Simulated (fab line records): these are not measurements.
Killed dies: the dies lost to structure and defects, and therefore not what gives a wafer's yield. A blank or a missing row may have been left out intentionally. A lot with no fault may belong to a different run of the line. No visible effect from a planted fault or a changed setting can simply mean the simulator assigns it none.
A single fault, viewed from 3 desks -- flow n5 finfet -- every desk sees just its own numbers, and what lay behind them comes last

THE DEFECT DESK
What the inspections along the route counted, lot by lot: means of the sampled wafers that have a number. Marked OUT: a lot whose mean sits more than 4 standard deviations from the usual mean, which makes it out of limits; the brackets give that distance.
Columns: A = raw defect count at N5_BEOL_M4_INSPECT_30, usual 420
lot,first seen here,A
L926,day 10 05:23,450
L927,day 10 07:01,537
L929,day 10 20:25,445
L941,day 12 02:34,322
L945,day 15 08:24,431
L943,day 15 10:01,370
This desk's finding: nothing out of limits on any of the 6 lots.

TOOL OWNER'S DESK, rie diel-04
The tool's own readings at N5_BEOL_M4_ETCH_70 (etches SOC in N2/H2, target depth 80 nm, overetch 24 nm, time 130 s): means of the sampled wafers that have a number, for each lot that ran on this tool. Marked OUT: a lot whose mean sits more than 4 standard deviations from the usual mean, which makes it out of limits; the brackets give that distance.
Columns: A = drypump motor current A at N5_BEOL_M4_ETCH_70, usual 5.7 A; B = oes product au at N5_BEOL_M4_ETCH_70, usual 0.57 a.u.; C = rf fwd power W at N5_BEOL_M4_ETCH_70, usual 835.5 W; D = rf vpp V at N5_BEOL_M4_ETCH_70, usual 524.1 V; E = showerhead plenum p Torr at N5_BEOL_M4_ETCH_70, usual 2.55 Torr; F = throttle valve pct at N5_BEOL_M4_ETCH_70, usual 17.81 %
lot,first seen here,A,B,C,D,E,F
L926,day 11 08:22,5.3,0.50,1041.2 (+79) OUT,489.4 (-23) OUT,2.62,17.91
L929,day 11 21:02,5.6,0.50,1035.8 (+77) OUT,488.6 (-24) OUT,2.58,17.90
L943,day 16 02:47,5.3,0.66,835.4,525.8,2.59,17.63
This desk's verdict: out of limits on L926, L929, starting with L926 at day 11 08:22 (rf fwd power W at N5_BEOL_M4_ETCH_70). L943 stayed within limits.

THE METROLOGY DESK
Lot by lot, what the gauges showed, no matter which tool ran the lot: averages of those sampled wafers that carry a number. Marked OUT: a lot whose mean sits more than 4 standard deviations from the usual mean, which makes it out of limits; the brackets give that distance. Only the readings that lie furthest out on some lot appear, 7 of the 12 it has.
Columns: A = DIBL_N at N5_BEOL_M4_RC_MEAS_101, usual 36.0 mV/V; B = IOFF_N at N5_BEOL_M4_RC_MEAS_101, usual 0.155 nA/um; C = IOFF_P at N5_BEOL_M4_RC_MEAS_101, usual 0.21 nA/um; D = ION_N at N5_BEOL_M4_RC_MEAS_101, usual 674 uA/um; E = ION_P at N5_BEOL_M4_RC_MEAS_101, usual 463 uA/um; F = VT_N at N5_BEOL_M4_RC_MEAS_101, usual 250.0 mV; G = VT_P at N5_BEOL_M4_RC_MEAS_101, usual -251 mV
lot,first seen here,A,B,C,D,E,F,G
L926,day 10 05:19,35.9,0.142,0.20,675,463,251.3,-250
L927,day 10 06:56,36.0,0.162,0.23,680,469,250.2,-249
L929,day 10 20:19,35.8,0.144,0.20,679,467,249.6,-250
L941,day 12 02:28,38.6,0.195,0.31,691,478,245.7,-244
L945,day 15 08:19,34.5,0.133,0.17,663,453,253.7,-255
L943,day 15 09:55,36.5,0.176,0.23,682,467,246.6,-250
This desk's finding: nothing out of limits on any of the 6 lots.

ALL TOGETHER
At day 11 08:22, on L926, L929, the tool owner's desk was in a position to raise an alarm.
The defect desk saw nothing out of limits.
Nothing out of limits was seen by the metrology desk.
The defect desk has L926, L929 on record, within its limits.
The metrology desk holds a record of L926, L929, inside its limits.
On rie diel-04, each named lot ran N5_BEOL_M4_ETCH_70.

WHAT WAS PUT IN BY THE SIMULATOR
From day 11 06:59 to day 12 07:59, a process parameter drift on rie diel-04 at N5_BEOL_M4_ETCH_70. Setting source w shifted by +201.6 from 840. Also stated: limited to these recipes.
Struck lots among those shown: L926, L929.
Time in hours from fault onset to the first out-of-limits reading at each desk: the tool owner's desk, 1.
